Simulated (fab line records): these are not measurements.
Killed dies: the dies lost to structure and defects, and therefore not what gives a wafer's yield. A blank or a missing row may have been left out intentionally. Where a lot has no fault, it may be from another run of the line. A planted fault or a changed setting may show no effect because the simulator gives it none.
fab line records | flow n5Finfet | part 1 of 2: steps 1 to 19 of 26
record: lots: 5 | wafers: 15 | lastDay: 17
route steps=1938 shown GATE_CUT@481
lots untouched by any fault: they come from a run of this same line in which no faults occurred
startH: start of the lot's first displayed wafer, in hours after the record's first day | waitH: how many hours have passed since the lot's step before this one | " unchanged from the row above | L1.1+2: one row covering several wafers at once | - no value, or no start was given | * or withheld: withheld | < > ~ a bound
route shown NAME@n: a module of which the file shows steps, and the number in the route of the first | usual: mean/standard deviation taken from wafers without a fault | same: alike in all rows | chamber/n: place in a boat | sites: the reading at each site | _std_site: the standard deviation of these | _edge_site: outer sites' mean less inner sites' | radiusMm: how far each site lies from the wafer's centre | mask NAME#n: copy n | behind: the tool/chamber that last shaped the wafer | hold: what put the lot on hold/how long, in hours/how the hold closed | device: names the non-switching transistor (n, p or np) | end of line: the tests these same wafers got at the end of their route | a step given without rows: its recipe and nothing more | killed: at the first sort, the dies lost to defects and structure; wafer yield is something else | map: per-die view of a wafer (x killed, . not killed, _ where there is no die)
set.NAME: setting as actually run; set.NAME@STEP: the setting as run at that earlier step | model.NAME: the simulator's own value behind a step, which no gauge read
certain route steps with their lots: each step a table, each wafer a row
services: the hour from which a tool's chamber was out of use, counted from the record's first day as startH (under 0 if before that day), plus the number of hours and why
== steps ==
step: N5_GATE_CUT_COAT_07
recipe: resist: CAR-EUV | spinRpm: 1500 | resistThkNm: 30
usual: dispensePressureKPa: 45.3/1.8
lot.wafer | tool          | chamber | startH | waitH | dispensePressureKPa
L077.4    | lithoTrack-04 | 0       | -      | -     | 46.4
L077.5    | "             | 0       | "      | "     | 46.4
L077.6    | "             | 0       | "      | "     | 46.4
L079.2    | lithoTrack-04 | 0       | -      | -     | 46.4
L079.3    | "             | 0       | "      | "     | 46.4
L079.5    | "             | 0       | "      | "     | 46.4
L082.2    | lithoTrack-04 | 0       | -      | -     | 46.4
L082.4    | "             | 0       | "      | "     | 46.4
L082.5    | "             | 0       | "      | "     | 46.4
L091.1    | lithoTrack-05 | 0       | -      | -     | 46.2
L091.3    | "             | 0       | "      | "     | 46.3
L091.6    | "             | 0       | "      | "     | 46.3
L097.1    | lithoTrack-02 | 0       | -      | -     | 42.2
L097.4    | "             | 0       | "      | "     | 42.1
L097.5    | "             | 0       | "      | "     | 42.2
step: N5_GATE_CUT_EBR_09
recipe: solvent: PGMEA | ebrWidthMm: 1.5
lot.wafer  | tool          | chamber | startH | waitH
L077.4+5+6 | lithoTrack-04 | 0       | -      | -
L079.2+3+5 | lithoTrack-04 | 0       | -      | -
L082.2+4+5 | lithoTrack-04 | 0       | -      | -
L091.1+3+6 | lithoTrack-05 | 0       | -      | -
L097.1+4+5 | lithoTrack-02 | 0       | -      | -
step: N5_GATE_CUT_SOFTBAKE_08
recipe: tempC: 110 | timeS: 60 | resist: CAR-EUV
lot.wafer  | tool          | chamber | startH | waitH
L077.4+5+6 | lithoTrack-04 | 0       | -      | -
L079.2+3+5 | lithoTrack-04 | 0       | -      | -
L082.2+4+5 | lithoTrack-04 | 0       | -      | -
L091.1+3+6 | lithoTrack-05 | 0       | -      | -
L097.1+4+5 | lithoTrack-02 | 0       | -      | -
step: N5_GATE_CUT_EXPOSE_10
recipe: maskId: GATE_CUT | na: 0.33 | sourceShape: annular | sigmaInner: 0.35 | sigmaOuter: 0.8 | polarization: unpolarized | targetCdNm: 20 | doseMj: 43.25
lot.wafer  | tool          | chamber | startH | waitH | mask
L077.4+5+6 | euvScanner-02 | 0       | 104.10 | -     | GATE_CUT#0
L079.2+3+5 | euvScanner-02 | 0       | 118.84 | -     | GATE_CUT#0
L082.2+4+5 | euvScanner-01 | 0       | 134.44 | -     | GATE_CUT#0
L091.1+3+6 | euvScanner-02 | 0       | 185.54 | -     | GATE_CUT#0
L097.1+4+5 | euvScanner-01 | 0       | 224.96 | -     | GATE_CUT#0
step: N5_GATE_CUT_PEB_11
recipe: pebTempC: 100 | pebTimeS: 60 | resist: CAR-EUV
lot.wafer  | tool          | chamber | startH | waitH
L077.4+5+6 | lithoTrack-04 | 0       | 104.14 | 0.0
L079.2+3+5 | lithoTrack-04 | 0       | 118.90 | 0.1
L082.2+4+5 | lithoTrack-04 | 0       | 134.50 | 0.1
L091.1+3+6 | lithoTrack-05 | 0       | 185.60 | 0.1
L097.1+4+5 | lithoTrack-05 | 0       | 225.03 | 0.1
step: N5_GATE_CUT_DEVELOP_12
recipe: developTimeS: 30 | developer: TMAH | resist: CAR-EUV | rinseLiquid: surfactantRinse | dry: airSpin | devTempC: 23
lot.wafer  | tool          | chamber | startH | waitH
L077.4+5+6 | lithoTrack-04 | 0       | -      | -
L079.2+3+5 | lithoTrack-04 | 0       | -      | -
L082.2+4+5 | lithoTrack-04 | 0       | -      | -
L091.1+3+6 | lithoTrack-05 | 0       | -      | -
L097.1+4+5 | lithoTrack-05 | 0       | -      | -
step: N5_GATE_CUT_CD_MEAS_13
recipe: targetCdNm: 20 | landingEnergyEv: 500 | detector: seInlens
usual: cdNm: 20.09/0.27
lot.wafer | tool     | chamber | startH | waitH | cdNm
L077.4    | cdSem-02 | 0       | 104.21 | -     | 20.37
L077.5    | "        | 0       | "      | "     | 20.41
L077.6    | "        | 0       | "      | "     | 20.37
L079.2    | cdSem-01 | 0       | 118.97 | -     | 20.50
L079.3    | "        | 0       | "      | "     | 20.24
L079.5    | "        | 0       | "      | "     | 20.23
L082.2    | cdSem-01 | 0       | 134.57 | -     | 20.35
L082.4    | "        | 0       | "      | "     | 20.13
L082.5    | "        | 0       | "      | "     | 20.20
L091.1    | cdSem-02 | 0       | 185.67 | -     | 19.91
L091.3    | "        | 0       | "      | "     | 19.97
L091.6    | "        | 0       | "      | "     | 20.58
L097.1    | cdSem-03 | 0       | 225.10 | -     | 20.26
L097.4    | "        | 0       | "      | "     | 20.28
L097.5    | "        | 0       | "      | "     | 20.02
step: N5_GATE_CUT_OVL_MEAS_14
recipe: pointsPerWafer: 522
usual: GATE_CUT_OVL: 0.1/0.74
same: pointsPerWafer: 522
lot.wafer | tool       | chamber | startH | waitH | GATE_CUT_OVL[nm]
L077.4    | overlay-01 | 0       | 104.26 | 0.0   | -0.3
L077.5    | "          | 0       | "      | "     | 0.1
L077.6    | "          | 0       | "      | "     | 0.6
L079.2    | overlay-02 | 0       | 119.00 | 0.0   | 0.8
L079.3    | "          | 0       | "      | "     | -0.3
L079.5    | "          | 0       | "      | "     | -0.2
L082.2    | overlay-02 | 0       | 134.60 | 0.0   | -0.1
L082.4    | "          | 0       | "      | "     | -0.1
L082.5    | "          | 0       | "      | "     | 0.1
L091.1    | overlay-01 | 0       | 185.70 | 0.0   | 0.5
L091.3    | "          | 0       | "      | "     | -0.4
L091.6    | "          | 0       | "      | "     | -1.0
L097.1    | overlay-02 | 0       | 225.13 | 0.0   | 0.5
L097.4    | "          | 0       | "      | "     | -1.2
L097.5    | "          | 0       | "      | "     | 1.0
step: N5_GATE_CUT_INSPECT_15
recipe: mode: adi | inspectInstrument: brightfield
usual: rawDefectCount: 137/44
lot.wafer | tool             | chamber | startH | waitH | rawDefectCount
L077.4    | defectInspect-02 | -       | 104.30 | 0.0   | 159
L077.5    | "                | -       | "      | "     | 118
L077.6    | "                | -       | "      | "     | 133
L079.2    | defectInspect-01 | -       | 119.05 | 0.0   | 134
L079.3    | "                | -       | "      | "     | 97
L079.5    | "                | -       | "      | "     | 96
L082.2    | defectInspect-01 | -       | 134.66 | 0.0   | 100
L082.4    | "                | -       | "      | "     | 102
L082.5    | "                | -       | "      | "     | 78
L091.1    | defectInspect-01 | -       | 185.76 | 0.1   | 108
L091.3    | "                | -       | "      | "     | 129
L091.6    | "                | -       | "      | "     | 86
L097.1    | defectInspect-02 | -       | 225.19 | 0.1   | 147
L097.4    | "                | -       | "      | "     | 164
L097.5    | "                | -       | "      | "     | 218
step: N5_GATE_CUT_DESCUM_18
recipe: chemistry: O2 | timeS: 7 | sourcePowerW: 50 | biasPowerW: 20 | pressureMtorr: 20 | rfFrequencyHz: 2.712e+07 | tempC: 40 | resist: CAR-EUV | o2FlowSccm: 225
usual: drypumpMotorCurrentA: 5.8/0.39 | oesProductAu: 0.76/0.065 | rfVppV: 243.3/1.5 | showerheadPlenumPTorr: 2.10/0.071 | throttleValvePct: 20.47/0.2
lot.wafer | tool       | chamber | startH | waitH | drypumpMotorCurrentA | oesProductAu | rfHoursCounterH | rfVppV | showerheadPlenumPTorr | throttleValvePct
L077.4    | rieDiel-05 | 3       | 104.33 | 0.0   | 5.6                  | 0.74         | 195             | 243.7  | 2.18                  | 20.54
L077.5    | "          | 0       | "      | "     | 5.8                  | 0.86         | -               | 244.4  | 2.20                  | 20.36
L077.6    | "          | 1       | "      | "     | 5.7                  | 0.73         | -               | 240.3  | 2.01                  | 20.85
L079.2    | rieDiel-02 | 2       | 119.14 | 0.1   | 5.0                  | 0.76         | 168             | 242.9  | 2.07                  | 20.19
L079.3    | "          | 0       | "      | "     | 5.7                  | 0.76         | 142             | 241.9  | 2.10                  | 20.26
L079.5    | "          | 3       | "      | "     | 5.9                  | 0.71         | -               | 240.8  | 2.00                  | 20.50
L082.2    | rieDiel-05 | 0       | 134.69 | 0.0   | 5.9                  | 0.86         | 59              | 244.5  | 2.20                  | 20.36
L082.4    | "          | 2       | "      | "     | 5.6                  | 0.73         | 197             | 245.8  | 2.16                  | 20.34
L082.5    | "          | 1       | "      | "     | 5.7                  | 0.73         | -               | 243.0  | 2.01                  | 20.85
L091.1    | rieDiel-02 | 3       | 185.79 | 0.0   | 5.9                  | 0.70         | 201             | 242.3  | 2.00                  | 20.52
L091.3    | "          | 1       | "      | "     | 6.1                  | 0.72         | 191             | 243.4  | 2.17                  | 20.47
L091.6    | "          | 1       | "      | "     | 6.2                  | 0.72         | -               | 244.7  | 2.17                  | 20.48
L097.1    | rieDiel-02 | 3       | 225.22 | 0.0   | 5.9                  | 0.69         | 213             | 242.1  | 1.99                  | 20.53
L097.4    | "          | 2       | "      | "     | 4.9                  | 0.73         | 200             | 243.9  | 2.06                  | 20.23
L097.5    | "          | 3       | "      | "     | 5.9                  | 0.69         | -               | 242.4  | 1.99                  | 20.53
step: N5_GATE_CUT_ETCH_28
recipe: chemistry: N2/H2 | target: underlayer | targetDepthA: 130 | maskMaterial: CAR-EUV | timeS: 10.4 | ionEnergyEv: 200 | pressureMtorr: 30 | sourceW: 840 | biasW: 150 | n2FlowSccm: 200 | h2FlowSccm: 200 | ends: cleared
usual: drypumpMotorCurrentA: 5.8/0.39 | etchRfOnTimeS: 10.46/0.25 | oesProductAu: 0.65/0.052 | rfVppV: 524.2/2.9 | showerheadPlenumPTorr: 2.55/0.091 | throttleValvePct: 17.89/0.18
lot.wafer | tool       | chamber | startH | waitH | drypumpMotorCurrentA | etchRfOnTimeS | oesProductAu | rfHoursCounterH | rfVppV | showerheadPlenumPTorr | throttleValvePct
L077.4    | rieDiel-05 | 3       | 104.36 | 0.0   | 5.6                  | 10.23         | 0.63         | 195             | 525.9  | 2.64                  | 17.95
L077.5    | "          | 0       | "      | "     | 5.9                  | 10.29         | 0.74         | -               | 530.1  | 2.68                  | 17.73
L077.6    | "          | 1       | "      | "     | 5.7                  | 10.60         | 0.63         | -               | 521.7  | 2.43                  | 18.27
L079.2    | rieDiel-02 | 2       | 119.18 | 0.0   | 4.9                  | 10.26         | 0.64         | 168             | 524.0  | 2.53                  | 17.73
L079.3    | "          | 0       | "      | "     | 5.7                  | 10.01         | 0.65         | 142             | 523.9  | 2.54                  | 17.68
L079.5    | "          | 3       | "      | "     | 5.9                  | 10.63         | 0.60         | -               | 519.2  | 2.44                  | 18.00
L082.2    | rieDiel-05 | 0       | 134.72 | 0.0   | 5.9                  | 10.32         | 0.73         | 59              | 526.5  | 2.68                  | 17.73
L082.4    | "          | 2       | "      | "     | 5.6                  | 11.06         | 0.61         | 197             | 526.7  | 2.63                  | 17.80
L082.5    | "          | 1       | "      | "     | 5.7                  | 10.84         | 0.62         | -               | 519.7  | 2.42                  | 18.27
L091.1    | rieDiel-02 | 3       | 185.83 | 0.0   | 5.9                  | 10.74         | 0.59         | 201             | 520.8  | 2.43                  | 18.04
L091.3    | "          | 1       | "      | "     | 6.2                  | 10.27         | 0.62         | 191             | 523.9  | 2.60                  | 17.66
L091.6    | "          | 1       | "      | "     | 6.2                  | 10.36         | 0.62         | -               | 527.3  | 2.60                  | 17.66
L097.1    | rieDiel-02 | 3       | 225.25 | 0.0   | 5.9                  | 10.63         | 0.59         | 213             | 519.8  | 2.43                  | 18.06
L097.4    | "          | 2       | "      | "     | 5.0                  | 10.30         | 0.63         | 200             | 524.6  | 2.52                  | 17.82
L097.5    | "          | 3       | "      | "     | 5.9                  | 10.76         | 0.59         | -               | 520.3  | 2.43                  | 18.07
step: N5_GATE_CUT_ETCH_36
recipe: chemistry: CF4 | target: SiARC | targetDepthA: 130 | maskMaterial: CAR-EUV | timeS: 21.7 | ionEnergyEv: 80 | pressureMtorr: 40 | sourceW: 545 | biasW: 36 | Ar_flow_sccm: 100 | cf4FlowSccm: 100 | ends: cleared
usual: drypumpMotorCurrentA: 5.8/0.39 | etchRfOnTimeS: 21.8/0.43 | oesProductAu: 0.65/0.052 | rfVppV: 184.2/1.2 | showerheadPlenumPTorr: 2.15/0.074 | throttleValvePct: 15.66/0.15
lot.wafer | tool       | chamber | startH | waitH | drypumpMotorCurrentA | etchRfOnTimeS | oesProductAu | rfHoursCounterH | rfVppV | showerheadPlenumPTorr | throttleValvePct
L077.4    | rieDiel-05 | 3       | 104.38 | 0.0   | 5.6                  | 21.4          | 0.62         | 195             | 185.0  | 2.21                  | 15.61
L077.5    | "          | 0       | "      | "     | 5.8                  | 21.6          | 0.74         | -               | 187.0  | 2.26                  | 15.55
L077.6    | "          | 1       | "      | "     | 5.7                  | 22.4          | 0.62         | -               | 183.6  | 2.06                  | 15.95
L079.2    | rieDiel-02 | 2       | 119.19 | 0.0   | 5.0                  | 21.5          | 0.64         | 168             | 183.7  | 2.13                  | 15.49
L079.3    | "          | 0       | "      | "     | 5.7                  | 21.3          | 0.65         | 142             | 185.3  | 2.15                  | 15.53
L079.5    | "          | 3       | "      | "     | 5.9                  | 22.5          | 0.61         | -               | 181.8  | 2.05                  | 15.67
L082.2    | rieDiel-05 | 0       | 134.74 | 0.0   | 5.9                  | 21.7          | 0.73         | 59              | 186.4  | 2.25                  | 15.56
L082.4    | "          | 2       | "      | "     | 5.6                  | 22.2          | 0.62         | 197             | 184.6  | 2.21                  | 15.64
L082.5    | "          | 1       | "      | "     | 5.7                  | 22.6          | 0.62         | -               | 182.6  | 2.06                  | 15.96
L091.1    | rieDiel-02 | 3       | 185.85 | 0.0   | 5.9                  | 22.3          | 0.59         | 201             | 182.6  | 2.04                  | 15.71
L091.3    | "          | 1       | "      | "     | 6.2                  | 21.6          | 0.62         | 191             | 185.0  | 2.22                  | 15.68
L091.6    | "          | 1       | "      | "     | 6.2                  | 21.6          | 0.62         | -               | 185.3  | 2.22                  | 15.70
L097.1    | rieDiel-02 | 3       | 225.27 | 0.0   | 5.9                  | 22.2          | 0.59         | 213             | 182.7  | 2.04                  | 15.73
L097.4    | "          | 2       | "      | "     | 4.9                  | 21.6          | 0.61         | 200             | 183.5  | 2.12                  | 15.55
L097.5    | "          | 3       | "      | "     | 5.9                  | 22.3          | 0.58         | -               | 183.4  | 2.04                  | 15.71
step: N5_GATE_CUT_ETCH_37
recipe: chemistry: N2/H2 | target: SOC | targetDepthA: 600 | overetchA: 120 | maskMaterial: SiARC | tempC: 40 | timeS: 90 | ionEnergyEv: 200 | pressureMtorr: 30 | sourceW: 840 | biasW: 150 | n2FlowSccm: 200 | h2FlowSccm: 200
usual: drypumpMotorCurrentA: 5.8/0.39 | oesProductAu: 0.68/0.053 | rfVppV: 524.2/2.7 | showerheadPlenumPTorr: 2.55/0.091 | throttleValvePct: 17.86/0.18
lot.wafer | tool       | chamber | startH | waitH | drypumpMotorCurrentA | oesProductAu | rfHoursCounterH | rfVppV | showerheadPlenumPTorr | throttleValvePct
L077.4    | rieDiel-05 | 3       | 104.41 | 0.0   | 5.6                  | 0.65         | 195             | 526.3  | 2.64                  | 17.91
L077.5    | "          | 0       | "      | "     | 5.9                  | 0.78         | -               | 528.4  | 2.68                  | 17.69
L077.6    | "          | 1       | "      | "     | 5.7                  | 0.67         | -               | 522.2  | 2.43                  | 18.24
L079.2    | rieDiel-02 | 2       | 119.22 | 0.0   | 5.0                  | 0.67         | 168             | 524.2  | 2.53                  | 17.73
L079.3    | "          | 0       | "      | "     | 5.7                  | 0.66         | 143             | 523.3  | 2.54                  | 17.67
L079.5    | "          | 3       | "      | "     | 5.9                  | 0.64         | -               | 520.3  | 2.44                  | 17.99
L082.2    | rieDiel-05 | 0       | 134.77 | 0.0   | 5.9                  | 0.77         | 59              | 526.7  | 2.68                  | 17.69
L082.4    | "          | 2       | "      | "     | 5.6                  | 0.66         | 197             | 526.9  | 2.63                  | 17.77
L082.5    | "          | 1       | "      | "     | 5.7                  | 0.66         | -               | 520.5  | 2.42                  | 18.24
L091.1    | rieDiel-02 | 3       | 185.87 | 0.0   | 5.9                  | 0.63         | 201             | 521.3  | 2.43                  | 18.02
L091.3    | "          | 1       | "      | "     | 6.2                  | 0.64         | 191             | 526.3  | 2.60                  | 17.64
L091.6    | "          | 1       | "      | "     | 6.2                  | 0.65         | -               | 526.6  | 2.60                  | 17.63
L097.1    | rieDiel-02 | 3       | 225.30 | 0.0   | 5.9                  | 0.63         | 213             | 520.5  | 2.43                  | 18.02
L097.4    | "          | 2       | "      | "     | 5.0                  | 0.65         | 200             | 523.8  | 2.52                  | 17.78
L097.5    | "          | 3       | "      | "     | 5.9                  | 0.62         | -               | 519.0  | 2.43                  | 18.03
step: N5_GATE_CUT_STRIP_38
recipe: chemistry: N2/H2 | tempC: 40 | n2FlowSccm: 200 | h2FlowSccm: 200 | rfFrequencyHz: 6e+07
lot.wafer  | tool       | chamber | startH | waitH
L077.4+5+6 | rieDiel-05 | 3,0,1   | 104.47 | 0.0
L079.2+3+5 | rieDiel-02 | 2,0,3   | 119.28 | 0.0
L082.2+4+5 | rieDiel-05 | 0,2,1   | 134.83 | 0.0
L091.1+3+6 | rieDiel-02 | 3,1,1   | 185.94 | 0.0
L097.1+4+5 | rieDiel-02 | 3,2,3   | 225.36 | 0.0
step: N5_GATE_CUT_STRIP_39
recipe: chemistry: N2/H2 | tempC: 40 | n2FlowSccm: 200 | h2FlowSccm: 200 | rfFrequencyHz: 6e+07
lot.wafer  | tool       | chamber | startH | waitH
L077.4+5+6 | rieDiel-05 | 3,0,1   | 104.48 | 0.0
L079.2+3+5 | rieDiel-02 | 2,0,3   | 119.29 | 0.0
L082.2+4+5 | rieDiel-05 | 0,2,1   | 134.84 | 0.0
L091.1+3+6 | rieDiel-02 | 3,1,1   | 185.95 | 0.0
L097.1+4+5 | rieDiel-02 | 3,2,3   | 225.37 | 0.0
step: N5_GATE_CUT_HM_OPEN_40
recipe: chemistry: C4F6/O2 | target: SiO2 | maskMaterial: SiARC | targetDepthA: 1390 | timeS: 85.1 | ionEnergyEv: 250 | pressureMtorr: 30 | sourceW: 345 | biasW: 185 | Ar_flow_sccm: 300 | C4F6_flow_sccm: 10 | O2_flow_sccm: 10 | ends: cleared
usual: drypumpMotorCurrentA: 5.8/0.39 | etchRfOnTimeS: 95.0/2.1 | oesProductAu: 0.68/0.057 | rfVppV: 670/13 | showerheadPlenumPTorr: 2.86/0.1 | throttleValvePct: 20.99/0.2
lot.wafer | tool       | chamber | startH | waitH | drypumpMotorCurrentA | etchRfOnTimeS | oesProductAu | rfHoursCounterH | rfVppV | showerheadPlenumPTorr | throttleValvePct
L077.4    | rieDiel-05 | 3       | 104.49 | 0.0   | 5.6                  | 93.1          | 0.66         | 195             | 673    | 2.95                  | 21.01
L077.5    | "          | 0       | "      | "     | 5.9                  | 94.4          | 0.78         | -               | 695    | 3.01                  | 20.96
L077.6    | "          | 1       | "      | "     | 5.7                  | 95.7          | 0.66         | -               | 676    | 2.75                  | 21.41
L079.2    | rieDiel-02 | 2       | 119.30 | 0.0   | 4.9                  | 93.3          | 0.68         | 168             | 669    | 2.83                  | 20.73
L079.3    | "          | 0       | "      | "     | 5.8                  | 92.8          | 0.68         | 143             | 662    | 2.85                  | 20.77
L079.5    | "          | 3       | "      | "     | 5.9                  | 95.7          | 0.64         | -               | 665    | 2.72                  | 20.93
L082.2    | rieDiel-05 | 0       | 134.85 | 0.0   | 5.9                  | 96.2          | 0.77         | 59              | 694    | 3.01                  | 20.99
L082.4    | "          | 2       | "      | "     | 5.6                  | 99.4          | 0.65         | 197             | 645    | 2.96                  | 20.98
L082.5    | "          | 1       | "      | "     | 5.7                  | 100.3         | 0.65         | -               | 677    | 2.75                  | 21.41
L091.1    | rieDiel-02 | 3       | 185.96 | 0.0   | 5.9                  | 95.2          | 0.63         | 201             | 663    | 2.71                  | 20.97
L091.3    | "          | 1       | "      | "     | 6.1                  | 95.3          | 0.65         | 191             | 662    | 2.95                  | 20.98
L091.6    | "          | 1       | "      | "     | 6.2                  | 95.6          | 0.65         | -               | 666    | 2.95                  | 20.97
L097.1    | rieDiel-02 | 3       | 225.38 | 0.0   | 5.9                  | 94.3          | 0.62         | 213             | 664    | 2.71                  | 21.00
L097.4    | "          | 2       | "      | "     | 5.0                  | 96.1          | 0.65         | 200             | 669    | 2.81                  | 20.80
L097.5    | "          | 3       | "      | "     | 5.9                  | 96.9          | 0.62         | -               | 664    | 2.71                  | 20.99
step: N5_GATE_CUT_STRIP_41
recipe: chemistry: CF4 | resist: SiARC | powerW: 300 | biasPowerW: 75 | pressureMtorr: 50 | cf4FlowSccm: 150 | rfFrequencyHz: 6e+07
usual: drypumpMotorCurrentA: 5.8/0.39 | oesProductAu: 0.175/0.014 | rfVppV: 271.3/1.6 | showerheadPlenumPTorr: 1.80/0.06 | throttleValvePct: 13.64/0.14
lot.wafer | tool       | chamber | startH | waitH | drypumpMotorCurrentA | oesProductAu | rfHoursCounterH | rfVppV | showerheadPlenumPTorr | throttleValvePct
L077.4    | rieDiel-05 | 3       | 104.56 | 0.0   | 5.6                  | 0.169        | 195             | 271.9  | 1.84                  | 13.58
L077.5    | "          | 0       | "      | "     | 5.8                  | 0.197        | -               | 274.8  | 1.88                  | 13.48
L077.6    | "          | 1       | "      | "     | 5.7                  | 0.176        | -               | 270.1  | 1.72                  | 13.87
L079.2    | rieDiel-02 | 2       | 119.37 | 0.0   | 4.9                  | 0.173        | 168             | 271.0  | 1.78                  | 13.47
L079.3    | "          | 0       | "      | "     | 5.7                  | 0.176        | 143             | 272.1  | 1.81                  | 13.55
L079.5    | "          | 3       | "      | "     | 5.9                  | 0.164        | -               | 269.8  | 1.72                  | 13.66
L082.2    | rieDiel-05 | 0       | 134.91 | 0.0   | 5.9                  | 0.193        | 59              | 272.6  | 1.88                  | 13.50
L082.4    | "          | 2       | "      | "     | 5.6                  | 0.167        | 197             | 273.0  | 1.84                  | 13.62
L082.5    | "          | 1       | "      | "     | 5.7                  | 0.177        | -               | 268.7  | 1.72                  | 13.90
L091.1    | rieDiel-02 | 3       | 186.02 | 0.0   | 5.9                  | 0.161        | 201             | 268.8  | 1.71                  | 13.70
L091.3    | "          | 1       | "      | "     | 6.1                  | 0.173        | 191             | 272.1  | 1.86                  | 13.67
L091.6    | "          | 1       | "      | "     | 6.1                  | 0.168        | -               | 273.0  | 1.86                  | 13.67
L097.1    | rieDiel-02 | 3       | 225.45 | 0.0   | 5.9                  | 0.161        | 213             | 271.1  | 1.71                  | 13.74
L097.4    | "          | 2       | "      | "     | 4.9                  | 0.168        | 200             | 269.5  | 1.78                  | 13.55
L097.5    | "          | 3       | "      | "     | 5.9                  | 0.158        | -               | 270.6  | 1.71                  | 13.74
step: N5_GATE_CUT_STRIP_42
recipe: chemistry: O2 | powerW: 400 | tempC: 40 | pressureMtorr: 30 | rfFrequencyHz: 6e+07 | biasPowerW: 0 | overashFraction: 0.3 | o2FlowSccm: 225
usual: drypumpMotorCurrentA: 5.8/0.39 | oesProductAu: 0.76/0.065 | rfVppV: 3.7/0.48 | showerheadPlenumPTorr: 2.11/0.071 | throttleValvePct: 16.72/0.17
lot.wafer | tool       | chamber | startH | waitH | drypumpMotorCurrentA | oesProductAu | rfHoursCounterH | rfVppV | showerheadPlenumPTorr | throttleValvePct
L077.4    | rieDiel-05 | 3       | 104.58 | 0.0   | 5.6                  | 0.73         | 195             | 3.0    | 2.18                  | 16.77
L077.5    | "          | 0       | "      | "     | 5.9                  | 0.86         | -               | 3.0    | 2.21                  | 16.57
L077.6    | "          | 1       | "      | "     | 5.7                  | 0.74         | -               | 3.3    | 2.01                  | 17.05
L079.2    | rieDiel-02 | 2       | 119.39 | 0.0   | 4.9                  | 0.75         | 168             | 3.7    | 2.08                  | 16.50
L079.3    | "          | 0       | "      | "     | 5.7                  | 0.76         | 143             | 3.5    | 2.10                  | 16.56
L079.5    | "          | 3       | "      | "     | 5.9                  | 0.72         | -               | 3.3    | 2.01                  | 16.77
L082.2    | rieDiel-05 | 0       | 134.93 | 0.0   | 5.9                  | 0.85         | 59              | 4.1    | 2.20                  | 16.61
L082.4    | "          | 2       | "      | "     | 5.6                  | 0.73         | 197             | 3.6    | 2.16                  | 16.65
L082.5    | "          | 1       | "      | "     | 5.7                  | 0.73         | -               | 3.4    | 2.01                  | 17.07
L091.1    | rieDiel-02 | 3       | 186.04 | 0.0   | 5.9                  | 0.70         | 201             | 3.9    | 2.00                  | 16.81
L091.3    | "          | 1       | "      | "     | 6.2                  | 0.72         | 191             | 3.8    | 2.17                  | 16.74
L091.6    | "          | 1       | "      | "     | 6.2                  | 0.71         | -               | 3.5    | 2.17                  | 16.72
L097.1    | rieDiel-02 | 3       | 225.47 | 0.0   | 5.9                  | 0.68         | 213             | 3.0    | 2.00                  | 16.83
L097.4    | "          | 2       | "      | "     | 5.0                  | 0.72         | 200             | 3.4    | 2.06                  | 16.57
L097.5    | "          | 3       | "      | "     | 5.9                  | 0.68         | -               | 3.7    | 2.00                  | 16.82
step: N5_GATE_CUT_ETCH_19
recipe: chemistry: CH3F/O2 | target: SiNx | maskMaterial: SiO2 | targetDepthA: 537 | timeS: 76.7 | pressureMtorr: 30 | sourceW: 395 | biasW: 73 | Ar_flow_sccm: 150 | CH3F_flow_sccm: 30 | O2_flow_sccm: 20 | ionEnergyEv: 120 | ends: cleared
usual: drypumpMotorCurrentA: 5.8/0.39 | etchRfOnTimeS: 77.3/1.3 | oesProductAu: 0.65/0.053 | rfVppV: 299/5.8 | showerheadPlenumPTorr: 2.01/0.074 | throttleValvePct: 16.40/0.17
lot.wafer | tool       | chamber | startH | waitH | drypumpMotorCurrentA | etchRfOnTimeS | oesProductAu | rfHoursCounterH | rfVppV | showerheadPlenumPTorr | throttleValvePct
L077.4    | rieDiel-05 | 3       | 104.62 | 0.0   | 5.6                  | 75.9          | 0.63         | 195             | 301    | 2.08                  | 16.42
L077.5    | "          | 0       | "      | "     | 5.9                  | 76.9          | 0.75         | -               | 309    | 2.12                  | 16.34
L077.6    | "          | 1       | "      | "     | 5.7                  | 79.1          | 0.62         | -               | 302    | 1.93                  | 16.73
L079.2    | rieDiel-02 | 2       | 119.43 | 0.0   | 4.9                  | 77.7          | 0.63         | 169             | 299    | 1.99                  | 16.21
L079.3    | "          | 0       | "      | "     | 5.7                  | 75.8          | 0.64         | 143             | 297    | 2.00                  | 16.21
L079.5    | "          | 3       | "      | "     | 5.9                  | 79.3          | 0.61         | -               | 297    | 1.91                  | 16.39
L082.2    | rieDiel-05 | 0       | 134.97 | 0.0   | 5.8                  | 76.8          | 0.74         | 59              | 312    | 2.12                  | 16.35
L082.4    | "          | 2       | "      | "     | 5.6                  | 79.6          | 0.61         | 197             | 287    | 2.08                  | 16.43
L082.5    | "          | 1       | "      | "     | 5.7                  | 79.2          | 0.62         | -               | 302    | 1.92                  | 16.74
L091.1    | rieDiel-02 | 3       | 186.08 | 0.0   | 5.9                  | 79.0          | 0.60         | 201             | 299    | 1.90                  | 16.45
L091.3    | "          | 1       | "      | "     | 6.1                  | 77.6          | 0.61         | 191             | 297    | 2.08                  | 16.43
L091.6    | "          | 1       | "      | "     | 6.1                  | 77.7          | 0.61         | -               | 298    | 2.08                  | 16.41
L097.1    | rieDiel-02 | 3       | 225.51 | 0.0   | 5.9                  | 78.8          | 0.59         | 213             | 297    | 1.90                  | 16.45
L097.4    | "          | 2       | "      | "     | 5.0                  | 77.3          | 0.62         | 200             | 298    | 1.97                  | 16.25
L097.5    | "          | 3       | "      | "     | 5.9                  | 79.3          | 0.58         | -               | 296    | 1.90                  | 16.44
